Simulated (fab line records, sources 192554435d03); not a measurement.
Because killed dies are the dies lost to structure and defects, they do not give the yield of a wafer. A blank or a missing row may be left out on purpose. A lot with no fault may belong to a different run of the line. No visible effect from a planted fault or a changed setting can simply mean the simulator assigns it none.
Chamber matching | flow n5Finfet | aldSin-04 running N5_FIN_SAQP_SPACER2_ALD_28: 4 sister chambers
The step deposits SiO2, target thk 8.1 nm, pulse time 1 s, purge time 2 s. 14 wafers are shown with their chamber, then 7 later ones without.

## WAFERS WITH THEIR CHAMBER
wafer  | chamber | heaterPowerW (W) | precursorPulseHeightRel
L074.2 | 2       | 414              | 0.998
L074.3 | 0       | 458              | 0.966
L074.5 | 0       | 455              | 0.976
L078.1 | 0       | 453              | 0.961
L078.2 | 3       | 487              | 0.991
L078.4 | 2       | 421              | 0.985
L082.2 | 3       | 486              | 1.027
L082.4 | 0       | 451              | 1.012
L082.5 | 2       | 417              | 1.036
L083.2 | 3       | 488              | 0.984
L083.3 | 2       | 418              | 1.031
L083.4 | 1       | 435              | 0.998
L091.4 | 3       | 498              | 1.022
L091.5 | 0       | 457              | 1.010

SIGNATURES (means of the wafers above)
reading                 | chamber 0 | chamber 1 | chamber 2 | chamber 3 | scatter within a chamber
heaterPowerW            | 454.80    | 435.00    | 417.50    | 489.75    | 3.88
precursorPulseHeightRel | 0.98500   | 0.99800   | 1.01250   | 1.00600   | 0.0237
Rule: for a wafer and a chamber, the distance is found by dividing, reading by reading, the gap between the wafer's reading and the chamber's mean by the reading's scatter, squaring, summing and taking the root. The wafer belongs to the nearest chamber; if the next one is less than 2 further off, it can't be placed. The scatter is the square root of a quotient: the sum, over the shown wafers, of each reading's squared deviation from its chamber's mean, divided by wafers minus chambers.

## WAFERS WITH NO CHAMBER GIVEN
wafer  | heaterPowerW (W) | precursorPulseHeightRel
L091.6 | 423              | 1.017
L092.1 | 489              | 1.016
L092.3 | 422              | 1.016
L092.4 | 461              | 1.015
L093.1 | 453              | 0.994
L093.2 | 496              | 1.009
L093.5 | 490              | 1.015

## WHICH CHAMBER EACH WENT THROUGH
wafer  | from the rows above     | in truth
L091.6 | can't be placed: 2 or 1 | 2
L092.1 | 3                       | 3
L092.3 | 2                       | 2
L092.4 | 0                       | 0
L093.1 | 0                       | 0
L093.2 | 3                       | 3
L093.5 | 3                       | 3
Correctly placed: 6 of 7. These rows do not allow placing 1 (true chamber among the candidates in 1). Number placed wrongly: 0.
